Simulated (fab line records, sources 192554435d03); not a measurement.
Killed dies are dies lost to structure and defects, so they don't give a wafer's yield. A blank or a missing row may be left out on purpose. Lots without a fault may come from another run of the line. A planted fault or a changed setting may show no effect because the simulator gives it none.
A struck lot beside a sound one | flow n5_finfet | 37 steps out of a route of 1938
Sound: wafers L911.1, L911.3, L911.6. Struck: wafer L925.2. (L925.4 of the same lot was not struck and is left out.) The cause comes at the end.
At each step with rows: each side's tool, then ch and its chambers, then its first start. Under that, the readings that differ: sound wafers | struck wafers | difference of the means | sigmas: that difference in standard deviations of wafers without a fault.
alike: readings whose means differ by less than 2 such deviations, and words and numbers that are the same on both sides. not compared: withheld readings, readings that some wafer has no value for, bounds like >300 that may hide the same value, and numbers for which the record gives no deviation and whose values overlap.
The two part at a step that has a row with sigmas, a row that says differs or no value, or rows on one side only. Numbers that don't overlap but have no deviation are shown without sigmas and don't part them. A reading that every wafer of one side lacks parts them only if that side has two wafers or more.

first, 12 steps without rows for these wafers: N5_SD_EPI_P_STRIP_38 (strips in N2/H2); N5_SD_EPI_P_ETCHBACK_46 (etches SiNx in CH3F/O2, stops on SiO2, target depth 17.5 nm); N5_SD_EPI_P_ETCH_47 (etches SiOCN in CH3F/O2, target depth 25 nm); N5_SD_EPI_P_ETCH_16 (etches SiO2 in CHF3/O2, target depth 5 nm); N5_SD_EPI_P_STRIP_50 (strips in CHF3/O2); N5_SD_EPI_P_SD_RECESS_17 (chemistry HBr/Cl2/O2, target depth 39.1 nm, bt time 3 s); N5_SD_EPI_P_WET_ETCH_45 (etches SiO2 in dHF, time 10.7 s, target depth 2 nm, rinse time 30 s); N5_SD_EPI_P_STRIP_40 (strips in N2/H2); N5_SD_EPI_P_PRECLEAN_52 (cleans in O3/DIW, time 60 s); N5_SD_EPI_P_SRD_20 (time 30 s); N5_SD_EPI_P_PRECLEAN_51 (cleans in NF3:NH3, afs cycles 1, time 20 s, sublimation time 60 s); N5_SD_EPI_P_VAPOR_ETCH_44 (etches SiGe30 in NF3/Ar, time 3.3 s).
N5_SD_EPI_P_EPI_21: deposits SiGe:B, time 355 s.
  sound on epi_rpcvd-03 ch 0, day 3 17:14; struck on epi_rpcvd-03 ch 0, day 7 04:13
  reading                                     | sound        | struck | difference | sigmas
  epi_growth_time_s (s)                       | 355 355 355  | 394.61 | +39.61     |
  model.SiGe-B_of_SD_EPI_P_EPI_21.thk_nm (nm) | 61 61.4 61.4 | 65.8   | +4.5       |
  alike: susceptor_temp_C_max
N5_SD_EPI_P_EPI_MEAS_23:
  sound on film_metro-01, day 3 20:09; struck on film_metro-01, day 7 06:39
  reading     | sound          | struck | difference | sigmas
  thk_nm (nm) | 60.7 60.6 62.3 | 65.0   | +3.8       | +3
then, 8 steps without rows for these wafers: N5_SD_EPI_P_HM_STRIP_48 (strips SiNx in H3PO4, material SiNx, target depth 3 nm); N5_SD_EPI_P_SRD_49 (time 30 s); N5_SD_EPI_P_PRECLEAN_24 (cleans in O3/DIW, time 45 s); N5_SD_EPI_P_PRECLEAN_32 (cleans in dHF, time 10 s); N5_SD_EPI_P_PRECLEAN_33 (cleans in SC2, time 45 s); N5_SD_EPI_P_SRD_25 (time 30 s); N5_SD_ACTIVATION_RTA_00 (time 0 s); N5_SD_ACTIVATION_LSA_01 (time 0.0008 s).
N5_SD_ACTIVATION_RS_MEAS_03: measures by four-point-probe.
  sound on film_metro-01, day 3 20:55; struck on film_metro-02, day 7 07:17
  reading          | sound          | struck | difference | sigmas
  RS_SD_P (ohm/sq) | 56.8 56.4 56.8 | 50.5   | -6.2       | -6
  alike: RS_SD_N
then, 12 steps without rows for these wafers: N5_ILD0_LINER_00 (material SiNx, target thk 4 nm, pulse time 1 s, purge time 2 s); N5_ILD0_FCVD_FILL_01 (material SiO2 flowable, target thk 200 nm, time 328.3 s); N5_ILD0_CURE_02 (time 1800 s); N5_ILD0_CMP_03 (polishes, stops on SiNx, t overpolish 1.9 s, target thk 197.38 nm); N5_ILD0_CMP_07 (polishes SiO2 flowable, stops on poly-Si, t overpolish 1.18 s, target thk 138.88 nm); N5_ILD0_PRECLEAN_10 (cleans in NF3:NH3, afs cycles 5, time 20 s, sublimation time 60 s); N5_ILD0_ALD_15 (deposits SiNx, target thk 24 nm, pulse time 1 s, ald cycles 480); N5_ILD0_CMP_12 (polishes SiNx, stops on poly-Si, t overpolish 6 s, target thk 17.67 nm); N5_SDB_HM_DEP_00 (deposits SiNx from SiH4/NH3/N2, target thk 40 nm, time 35.3 s); N5_SDB_COAT_03 (time 60 s, resist thk 100 nm); N5_SDB_COAT_04 (time 60 s, resist thk 18 nm); N5_SDB_COAT_05 (resist thk 90 nm).
N5_MOL_CONTACT_COAG_ETCH_110: etches Si in CF4/O2, target depth 2.5 nm, time 8 s.
  sound on rie_diel-03 ch 0,2, day 5 02:50; struck on rie_diel-02 ch 2, day 8 13:47
  reading                                     | sound        | struck | difference | sigmas
  model.SiGe-B_of_SD_EPI_P_EPI_21.thk_nm (nm) | 58 58.4 58.6 | 62.6   | +4.3       |
  alike: bias_w, cf4_flow_sccm, drypump_motor_current_A, oes_product_au, rf_vpp_V, showerhead_plenum_p_Torr, throttle_valve_pct
  not compared: rf_hours_counter_h
-- the record jumps here: 5 days lie between the struck wafers' starts before and after (it left off in module MOL_CONTACT_COAG and takes up again in module BEOL_M4, whose first step shown is number 1111 of the route) --
N5_BEOL_M4_RC_MEAS_101:
  sound on prober-02 ch 0, day 8 05:22; struck on prober-01 ch 0, day 13 14:31
  reading          | sound          | struck | difference | sigmas
  RS_SD_P (ohm/sq) | 67.0 66.1 65.9 | 60.3   | -6.0       | -5
  alike: DIBL_N, DIBL_P, IOFF_N, IOFF_P, ION_N, ION_P, SS_N, SS_P, VT_N, VT_P

WHERE THEY PART
First at N5_SD_EPI_P_EPI_MEAS_23; last, within this record, at N5_BEOL_M4_RC_MEAS_101.

WHY: what the simulator had put in
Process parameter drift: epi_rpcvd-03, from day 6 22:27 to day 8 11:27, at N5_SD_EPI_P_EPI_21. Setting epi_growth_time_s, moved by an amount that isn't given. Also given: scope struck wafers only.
